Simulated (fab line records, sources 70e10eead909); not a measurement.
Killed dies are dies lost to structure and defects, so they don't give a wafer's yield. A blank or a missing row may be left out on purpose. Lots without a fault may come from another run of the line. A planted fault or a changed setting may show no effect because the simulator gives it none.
A struck lot beside a sound one | flow nand_harc | 13 steps out of a route of 1159
Sound: wafers L725.2, L725.4, L725.5. Struck: wafers L726.1, L726.5. (L726.4 of the same lot was not struck and is left out.) The cause comes at the end.
At each step with rows: each side's tool, then ch and its chambers, then its first start. Under that, the readings that differ: sound wafers | struck wafers | difference of the means | sigmas: that difference in standard deviations of wafers without a fault.
alike: readings whose means differ by less than 2 such deviations, and words and numbers that are the same on both sides. not compared: withheld readings, readings that some wafer has no value for, bounds like >300 that may hide the same value, and numbers for which the record gives no deviation and whose values overlap.
The two part at a step that has a row with sigmas, a row that says differs or no value, or rows on one side only. Numbers that don't overlap but have no deviation are shown without sigmas and don't part them. A reading that every wafer of one side lacks parts them only if that side has two wafers or more.

NHARC_A_WL_FILL_RTA_01: time 5 s.
  sound on rtp_anneal-01 ch 0, day 15 10:52; struck on rtp_anneal-02 ch 0, day 15 10:49
  reading            | sound             | struck      | difference | sigmas
  lamp_power_pct (%) | 31.66 31.65 31.63 | 31.82 31.88 | +0.20      | +2
  alike: wafer_temp_C_max
NHARC_A_WL_FILL_ALD_02: deposits TiN, target thk 2 nm, pulse time 3 s, ald cycles 100.
  sound on ald_metal-04 ch 0,1,2, day 15 11:07; struck on ald_metal-01 ch 1,2, day 15 11:04
  alike: heater_power_outer_w, heater_power_w, precursor_pulse_height_rel
  not compared: ald_cycles, since_wet_clean_h
NHARC_A_WL_FILL_CVD_03: deposits W, target thk 40 nm, time 3302 s.
  sound on cvd_w-02 ch 0, day 15 17:15; struck on cvd_w-01 ch 0,1, day 15 17:39
  alike: heater_power_outer_w, heater_power_w, mfc_wf6_sccm, throttle_valve_pct
  not compared: since_wet_clean_h
NHARC_A_WL_FILL_ETCHBACK_04: etches the open film in NF3, target depth 60 nm, time 120 s.
  sound on rie_metal-02 ch 0,1, day 15 20:35; struck on rie_metal-01 ch 1, day 15 20:32
  alike: drypump_motor_current_A, oes_product_au
  not compared: rf_hours_counter_h
then, 1 step without rows for these wafers: NHARC_A_WL_FILL_ETCHBACK_05 (etches the open film in Cl2/BCl3, target depth 22 nm, time 60 s).
NHARC_A_WL_FILL_STRIP_27: strips in N2/H2, time 20 s.
  sound on plasma_asher-01 ch 0,1, day 15 20:58; struck on plasma_asher-02 ch 0, day 15 20:56
  alike: drypump_motor_current_A, heater_power_w
  not compared: rf_hours_counter_h
then, 4 steps without rows for these wafers: NHARC_A_WL_FILL_STRIP_28 (strips in post etch residue remover, time 1200 s); NHARC_A_WL_FILL_PRECLEAN_06 (cleans in DIW, time 300 s); NHARC_A_WL_FILL_SRD_07; NHARC_A_WL_FILL_ANNEAL_08 (time 1800 s).
NHARC_A_WL_FILL_ALD_10: deposits SiO2, target thk 50 nm, pulse time 10 s, ald cycles 500.
  sound on ald_hk-03 ch 1,2, day 16 03:02; struck on ald_hk-02 ch 3, day 16 02:32
  reading    | sound       | struck  | difference | sigmas
  ald_cycles | 500 500 500 | 555 555 | +55        |
  alike: heater_power_outer_w, heater_power_w, precursor_pulse_height_rel
  not compared: since_wet_clean_h
then, 2 steps without rows for these wafers: NHARC_A_WL_FILL_ETCHBACK_16 (etches the open film in C4F8/O2/Ar, target depth 88 nm, time 17.6 s); NHARC_END_SORT_01.

WHERE THEY PART
Only at NHARC_A_WL_FILL_RTA_01, within this record. Later steps at which nothing parts them and some readings are alike: NHARC_A_WL_FILL_ALD_02, NHARC_A_WL_FILL_CVD_03, NHARC_A_WL_FILL_ETCHBACK_04, NHARC_A_WL_FILL_STRIP_27, NHARC_A_WL_FILL_ALD_10.

WHY: what the simulator had put in
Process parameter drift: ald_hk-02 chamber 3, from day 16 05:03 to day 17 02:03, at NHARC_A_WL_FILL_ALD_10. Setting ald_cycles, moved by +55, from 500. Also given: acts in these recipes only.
